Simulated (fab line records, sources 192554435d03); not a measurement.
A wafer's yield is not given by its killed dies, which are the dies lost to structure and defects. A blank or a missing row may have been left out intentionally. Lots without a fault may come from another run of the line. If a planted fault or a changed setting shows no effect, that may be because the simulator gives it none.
Which of the tools did it? + flow n5-finfet + 24 lots with 72 wafers sampled at 6 steps, on a route of 1938 steps

== WHAT THE GAUGES READ, wafer by wafer ==
N5_BEOL_M14_INSPECT_12: inspects for defects (macro). Usual: 2.0 for raw-defect-count, sd 1.4.
| lot  | measured     | on                | raw-defect-count | flag |
|------|--------------|-------------------|------------------|------|
| L076 | day 10 20:28 | defect-inspect-02 | 2 2 2            |      |
| L075 | day 10 20:41 | defect-inspect-02 | 1 1 0            |      |
| L074 | day 11 06:13 | defect-inspect-01 | 4 2 2            |      |
| L077 | day 11 11:37 | defect-inspect-02 | 1 0 1            |      |
| L078 | day 12 03:04 | defect-inspect-01 | 0 2 4            |      |
| L079 | day 12 03:22 | defect-inspect-01 | 2 3 2            |      |
| L080 | day 12 18:29 | defect-inspect-02 | 1 2 2            |      |
| L081 | day 12 23:09 | defect-inspect-01 | 4 3 2            |      |
| L083 | day 13 06:52 | defect-inspect-02 | 1 2 5            |      |
| L084 | day 13 12:53 | defect-inspect-02 | 2 2 0            |      |
| L082 | day 13 20:47 | defect-inspect-01 | 2 1 3            |      |
| L085 | day 13 23:59 | defect-inspect-02 | 2 3 0            |      |
| L086 | day 14 07:31 | defect-inspect-02 | 2 0 1            |      |
| L087 | day 14 16:38 | defect-inspect-01 | 1 1 2            |      |
| L088 | day 14 23:31 | defect-inspect-01 | 3 1 2            |      |
| L089 | day 15 02:43 | defect-inspect-02 | 3 6 3            |      |
| L090 | day 15 03:05 | defect-inspect-02 | 4 2 4            |      |
| L091 | day 15 03:17 | defect-inspect-02 | 3 3 2            |      |
| L092 | day 15 16:20 | defect-inspect-02 | 5 1 0            |      |
| L094 | day 16 05:21 | defect-inspect-01 | 0 1 3            |      |
| L093 | day 16 08:14 | defect-inspect-01 | 3 3 3            |      |
| L097 | day 16 17:20 | defect-inspect-02 | 0 5 2            |      |
| L096 | day 17 09:43 | defect-inspect-01 | 3 3 4            |      |
| L095 | day 17 10:22 | defect-inspect-01 | 0 0 2            |      |

N5_BEOL_M15_OVL_MEAS_11. Usual: V14_OVL typically reads 2 nm, with standard deviation 5.6.
| lot  | measured     | on         | V14_OVL (nm) | flag |
|------|--------------|------------|--------------|------|
| L076 | day 11 02:17 | overlay-02 | 11 8 8       |      |
| L075 | day 11 03:17 | overlay-02 | 2 8 6        |      |
| L074 | day 11 12:16 | overlay-01 | 2 -3 -8      |      |
| L077 | day 11 19:02 | overlay-02 | 6 -2 4       |      |
| L078 | day 12 08:59 | overlay-02 | -7 0 6       |      |
| L079 | day 12 09:01 | overlay-01 | 6 0 2        |      |
| L080 | day 12 23:05 | overlay-01 | 5 -5 -1      |      |
| L081 | day 13 05:29 | overlay-02 | 8 13 2       |      |
| L083 | day 13 20:16 | overlay-02 | -1 3 6       |      |
| L084 | day 14 01:29 | overlay-02 | -4 -3 -1     |      |
| L082 | day 14 01:54 | overlay-02 | -2 4 4       |      |
| L085 | day 14 07:18 | overlay-02 | 6 4 6        |      |
| L086 | day 14 14:17 | overlay-01 | 2 0 5        |      |
| L087 | day 14 23:10 | overlay-02 | 3 4 3        |      |
| L088 | day 15 03:39 | overlay-02 | 6 5 5        |      |
| L089 | day 15 08:11 | overlay-01 | -4 4 -4      |      |
| L090 | day 15 09:13 | overlay-01 | -9 0 -3      |      |
| L091 | day 15 09:44 | overlay-02 | -5 -12 -1    |      |
| L092 | day 15 22:23 | overlay-02 | -1 5 3       |      |
| L094 | day 16 13:55 | overlay-01 | 9 7 15       |      |
| L093 | day 16 14:19 | overlay-02 | -2 7 2       |      |
| L097 | day 17 01:00 | overlay-02 | 1 5 2        |      |
| L096 | day 17 16:08 | overlay-02 | -3 12 3      |      |
| L095 | day 17 16:26 | overlay-02 | -1 0 2       |      |

N5_BEOL_M15_INSPECT_30: inspects for defects (macro). Usual: 2.0 for raw-defect-count, sd 1.4.
| lot  | measured     | on                | raw-defect-count | flag |
|------|--------------|-------------------|------------------|------|
| L076 | day 11 03:50 | defect-inspect-01 | 4 1 5            |      |
| L075 | day 11 05:16 | defect-inspect-02 | 2 3 3            |      |
| L074 | day 11 13:46 | defect-inspect-02 | 3 3 0            |      |
| L077 | day 11 20:32 | defect-inspect-02 | 2 2 4            |      |
| L078 | day 12 10:53 | defect-inspect-01 | 1 1 1            |      |
| L079 | day 12 11:03 | defect-inspect-02 | 3 0 1            |      |
| L080 | day 13 00:34 | defect-inspect-01 | 1 4 1            |      |
| L081 | day 13 07:05 | defect-inspect-01 | 1 0 3            |      |
| L083 | day 13 21:46 | defect-inspect-01 | 2 3 0            |      |
| L084 | day 14 02:59 | defect-inspect-01 | 0 2 2            |      |
| L082 | day 14 03:31 | defect-inspect-01 | 1 3 2            |      |
| L085 | day 14 09:07 | defect-inspect-01 | 3 1 0            |      |
| L086 | day 14 15:47 | defect-inspect-02 | 4 3 4            |      |
| L087 | day 15 00:47 | defect-inspect-02 | 1 2 3            |      |
| L088 | day 15 05:14 | defect-inspect-02 | 2 4 4            |      |
| L089 | day 15 09:47 | defect-inspect-01 | 3 1 1            |      |
| L090 | day 15 10:44 | defect-inspect-02 | 1 2 1            |      |
| L091 | day 15 11:24 | defect-inspect-01 | 1 2 3            |      |
| L092 | day 16 00:10 | defect-inspect-01 | 6 2 1            |      |
| L094 | day 16 15:45 | defect-inspect-01 | 2 2 0            |      |
| L093 | day 16 16:35 | defect-inspect-02 | 1 3 1            |      |
| L097 | day 17 02:47 | defect-inspect-01 | 1 0 4            |      |
| L096 | day 17 17:37 | defect-inspect-02 | 4 0 1            |      |
| L095 | day 17 17:59 | defect-inspect-01 | 4 3 3            |      |

== WHICH TOOL RAN EACH LOT (tool, then ch and the chambers of the sampled wafers, then the start) ==
| lot  | N5_BEOL_M14_TRENCH_ETCH_34         | N5_BEOL_M14_SPUTTER_43       | N5_BEOL_M14_ANNEAL_48            |
|------|------------------------------------|------------------------------|----------------------------------|
| L076 | rie-diel-06 ch 0,3, day 10 21:57   | pvd-sputter-02, day 10 23:49 | rtp-anneal-01 ch 0, day 11 00:31 |
| L075 | rie-diel-02 ch 0,1,3, day 10 22:10 | pvd-sputter-01, day 11 01:11 | rtp-anneal-01 ch 0, day 11 01:44 |
| L074 | rie-diel-01 ch 1,2,3, day 11 07:40 | pvd-sputter-01, day 11 10:04 | rtp-anneal-02 ch 0, day 11 10:47 |
| L077 | rie-diel-06 ch 0,1, day 11 13:05   | pvd-sputter-02, day 11 17:05 | rtp-anneal-01 ch 0, day 11 17:38 |
| L078 | rie-diel-01 ch 0,2,3, day 12 04:26 | pvd-sputter-02, day 12 07:02 | rtp-anneal-01 ch 0, day 12 07:29 |
| L079 | rie-diel-06 ch 0,1,3, day 12 04:43 | pvd-sputter-01, day 12 07:07 | rtp-anneal-02 ch 0, day 12 07:35 |
| L080 | rie-diel-06 ch 1,2,3, day 12 19:58 | pvd-sputter-02, day 12 21:15 | rtp-anneal-01 ch 0, day 12 21:43 |
| L081 | rie-diel-06 ch 0,1, day 13 00:29   | pvd-sputter-02, day 13 03:10 | rtp-anneal-01 ch 0, day 13 03:56 |
| L083 | rie-diel-01 ch 0,1,2, day 13 08:19 | pvd-sputter-02, day 13 16:18 | rtp-anneal-02 ch 0, day 13 18:47 |
| L084 | rie-diel-02 ch 1,2,3, day 13 14:23 | pvd-sputter-02, day 13 21:02 | rtp-anneal-02 ch 0, day 14 00:04 |
| L082 | rie-diel-06 ch 0,1, day 13 22:14   | pvd-sputter-01, day 13 23:35 | rtp-anneal-01 ch 0, day 14 00:27 |
| L085 | rie-diel-01 ch 1,2,3, day 14 01:19 | pvd-sputter-01, day 14 05:14 | rtp-anneal-02 ch 0, day 14 05:56 |
| L086 | rie-diel-02 ch 0,2, day 14 09:16   | pvd-sputter-03, day 14 12:26 | rtp-anneal-02 ch 0, day 14 12:58 |
| L087 | rie-diel-06 ch 1,2, day 14 18:16   | pvd-sputter-03, day 14 21:20 | rtp-anneal-01 ch 0, day 14 21:48 |
| L088 | rie-diel-02 ch 0,3, day 15 00:52   | pvd-sputter-03, day 15 01:41 | rtp-anneal-01 ch 0, day 15 02:10 |
| L089 | rie-diel-02 ch 1,2, day 15 04:25   | pvd-sputter-03, day 15 06:07 | rtp-anneal-01 ch 0, day 15 06:35 |
| L090 | rie-diel-06 ch 0,3, day 15 04:47   | pvd-sputter-03, day 15 07:09 | rtp-anneal-02 ch 0, day 15 07:48 |
| L091 | rie-diel-02 ch 0,1, day 15 05:00   | pvd-sputter-02, day 15 07:45 | rtp-anneal-01 ch 0, day 15 08:13 |
| L092 | rie-diel-02 ch 0,1,2, day 15 17:40 | pvd-sputter-02, day 15 20:23 | rtp-anneal-02 ch 0, day 15 20:54 |
| L094 | rie-diel-06 ch 0,1,3, day 16 07:01 | pvd-sputter-02, day 16 12:05 | rtp-anneal-02 ch 0, day 16 12:34 |
| L093 | rie-diel-01 ch 1,2,3, day 16 09:34 | pvd-sputter-03, day 16 12:13 | rtp-anneal-02 ch 0, day 16 12:52 |
| L097 | rie-diel-06 ch 0,2,3, day 16 19:04 | pvd-sputter-03, day 16 23:07 | rtp-anneal-02 ch 0, day 16 23:40 |
| L096 | rie-diel-02 ch 0,1, day 17 11:35   | pvd-sputter-01, day 17 14:08 | rtp-anneal-02 ch 0, day 17 14:41 |
| L095 | rie-diel-01 ch 1,3, day 17 12:07   | pvd-sputter-02, day 17 14:22 | rtp-anneal-01 ch 0, day 17 14:50 |
- N5_BEOL_M14_TRENCH_ETCH_34: etches SiO2 in C4F8/O2/Ar, target depth 556.65 nm, time 126.9 s.
- N5_BEOL_M14_SPUTTER_43: material TaN, target thk 15 nm, time 24.19 s.
- N5_BEOL_M14_ANNEAL_48: time 90 s.

== WHAT THE TOOLS THEMSELVES READ (means of the sampled wafers that have a number; where no wafer has one, the mark that the record gives instead) ==
N5_BEOL_M14_TRENCH_ETCH_34. Usual: drypump-motor-current-A 5.8 A, standard deviation 0.53; oes-product-au 0.78 a.u., standard deviation 0.072; rf-vpp-V 2226 V, standard deviation 57; showerhead-plenum-p-Torr 3.44 Torr, standard deviation 0.096; throttle-valve-pct 30.80 %, standard deviation 0.22.
| lot  | tool        | drypump-motor-current-A (A) | oes-product-au (a.u.) | rf-vpp-V (V) | showerhead-plenum-p-Torr (Torr) | throttle-valve-pct (%) | flag |
|------|-------------|-----------------------------|-----------------------|--------------|---------------------------------|------------------------|------|
| L076 | rie-diel-06 | 6.4                         | 0.83                  | 2227         | 3.43                            | 30.76                  |      |
| L075 | rie-diel-02 | 5.6                         | 0.72                  | 2236         | 3.52                            | 30.83                  |      |
| L074 | rie-diel-01 | 6.0                         | 0.84                  | 2187         | 3.36                            | 30.75                  |      |
| L077 | rie-diel-06 | 5.7                         | 0.77                  | 2276         | 3.53                            | 30.88                  |      |
| L078 | rie-diel-01 | 5.8                         | 0.82                  | 2182         | 3.39                            | 30.74                  |      |
| L079 | rie-diel-06 | 5.8                         | 0.77                  | 2261         | 3.45                            | 30.85                  |      |
| L080 | rie-diel-06 | 5.6                         | 0.72                  | 2289         | 3.48                            | 30.98                  |      |
| L081 | rie-diel-06 | 5.7                         | 0.76                  | 2276         | 3.52                            | 30.91                  |      |
| L083 | rie-diel-01 | 6.2                         | 0.78                  | 2194         | 3.37                            | 30.75                  |      |
| L084 | rie-diel-02 | 5.3                         | 0.82                  | 2197         | 3.45                            | 30.84                  |      |
| L082 | rie-diel-06 | 6.2                         | 0.79                  | 2240         | 3.50                            | 30.83                  |      |
| L085 | rie-diel-01 | 6.0                         | 0.81                  | 2188         | 3.35                            | 30.76                  |      |
| L086 | rie-diel-02 | 5.8                         | 0.79                  | 2188         | 3.43                            | 30.64                  |      |
| L087 | rie-diel-06 | 5.4                         | 0.71                  | 2302         | 3.56                            | 31.04                  |      |
| L088 | rie-diel-02 | 5.8                         | 0.74                  | 2222         | 3.50                            | 30.88                  |      |
| L089 | rie-diel-02 | 5.2                         | 0.84                  | 2163         | 3.37                            | 30.60                  |      |
| L090 | rie-diel-06 | 6.3                         | 0.79                  | 2226         | 3.42                            | 30.80                  |      |
| L091 | rie-diel-02 | 5.9                         | 0.80                  | 2236         | 3.48                            | 30.55                  |      |
| L092 | rie-diel-02 | 5.6                         | 0.81                  | 2198         | 3.42                            | 30.57                  |      |
| L094 | rie-diel-06 | 5.8                         | 0.74                  | 2260         | 3.43                            | 30.87                  |      |
| L093 | rie-diel-01 | 6.0                         | 0.79                  | 2185         | 3.34                            | 30.78                  |      |
| L097 | rie-diel-06 | 6.1                         | 0.74                  | 2253         | 3.45                            | 30.93                  |      |
| L096 | rie-diel-02 | 5.7                         | 0.82                  | 2247         | 3.47                            | 30.50                  |      |
| L095 | rie-diel-01 | 6.0                         | 0.74                  | 2218         | 3.31                            | 30.88                  |      |

N5_BEOL_M14_SPUTTER_43. Usual: 30.0 % for throttle-valve-pct, sd 1.4.
| lot  | tool           | throttle-valve-pct (%) | flag |
|------|----------------|------------------------|------|
| L076 | pvd-sputter-02 | 30.3                   |      |
| L075 | pvd-sputter-01 | 29.9                   |      |
| L074 | pvd-sputter-01 | 30.2                   |      |
| L077 | pvd-sputter-02 | 30.3                   |      |
| L078 | pvd-sputter-02 | 31.5                   |      |
| L079 | pvd-sputter-01 | 30.6                   |      |
| L080 | pvd-sputter-02 | 30.7                   |      |
| L081 | pvd-sputter-02 | 30.8                   |      |
| L083 | pvd-sputter-02 | 30.2                   |      |
| L084 | pvd-sputter-02 | 31.2                   |      |
| L082 | pvd-sputter-01 | 29.9                   |      |
| L085 | pvd-sputter-01 | 29.7                   |      |
| L086 | pvd-sputter-03 | 28.0                   |      |
| L087 | pvd-sputter-03 | 28.0                   |      |
| L088 | pvd-sputter-03 | 29.7                   |      |
| L089 | pvd-sputter-03 | 28.7                   |      |
| L090 | pvd-sputter-03 | 29.0                   |      |
| L091 | pvd-sputter-02 | 30.2                   |      |
| L092 | pvd-sputter-02 | 30.4                   |      |
| L094 | pvd-sputter-02 | 30.8                   |      |
| L093 | pvd-sputter-03 | 28.8                   |      |
| L097 | pvd-sputter-03 | 29.8                   |      |
| L096 | pvd-sputter-01 | 29.8                   |      |
| L095 | pvd-sputter-02 | 30.8                   |      |

N5_BEOL_M14_ANNEAL_48. Usual: 226.5 for wafer_temp_C_max, sd 0.34.
| lot  | tool          | wafer_temp_C_max | flag |
|------|---------------|------------------|------|
| L076 | rtp-anneal-01 | 226.9            |      |
| L075 | rtp-anneal-01 | 226.6            |      |
| L074 | rtp-anneal-02 | 226.6            |      |
| L077 | rtp-anneal-01 | 226.5            |      |
| L078 | rtp-anneal-01 | 226.1            |      |
| L079 | rtp-anneal-02 | 226.8            |      |
| L080 | rtp-anneal-01 | 226.2            |      |
| L081 | rtp-anneal-01 | 226.1            |      |
| L083 | rtp-anneal-02 | 226.5            |      |
| L084 | rtp-anneal-02 | 226.5            |      |
| L082 | rtp-anneal-01 | 226.4            |      |
| L085 | rtp-anneal-02 | 226.8            |      |
| L086 | rtp-anneal-02 | 227.3            |      |
| L087 | rtp-anneal-01 | 226.3            |      |
| L088 | rtp-anneal-01 | 226.3            |      |
| L089 | rtp-anneal-01 | 226.7            |      |
| L090 | rtp-anneal-02 | 226.2            |      |
| L091 | rtp-anneal-01 | 226.5            |      |
| L092 | rtp-anneal-02 | 226.9            |      |
| L094 | rtp-anneal-02 | 226.8            |      |
| L093 | rtp-anneal-02 | 226.4            |      |
| L097 | rtp-anneal-02 | 226.5            |      |
| L096 | rtp-anneal-02 | 226.4            |      |
| L095 | rtp-anneal-01 | 226.5            |      |

== THE ANSWER, worked out from the rows above alone ==
Rule: lot off if the mean of its wafers having a number is beyond 3 standard deviations from the usual mean. A lot without any number at a reading at which 4 lots or more have one is off too. Where the step has rows for the other lots, those lots are counted as sound. First the gauges in route order, then the tools' own readings, where a lot's mean is used as printed above. At the first step where some lot is off, the reading lying furthest off is the one used; lots without a number count as furthest.
No lot is off on any of the readings shown, so nothing can be concluded from this.

== WHAT THE SIMULATOR HAD PUT IN ==
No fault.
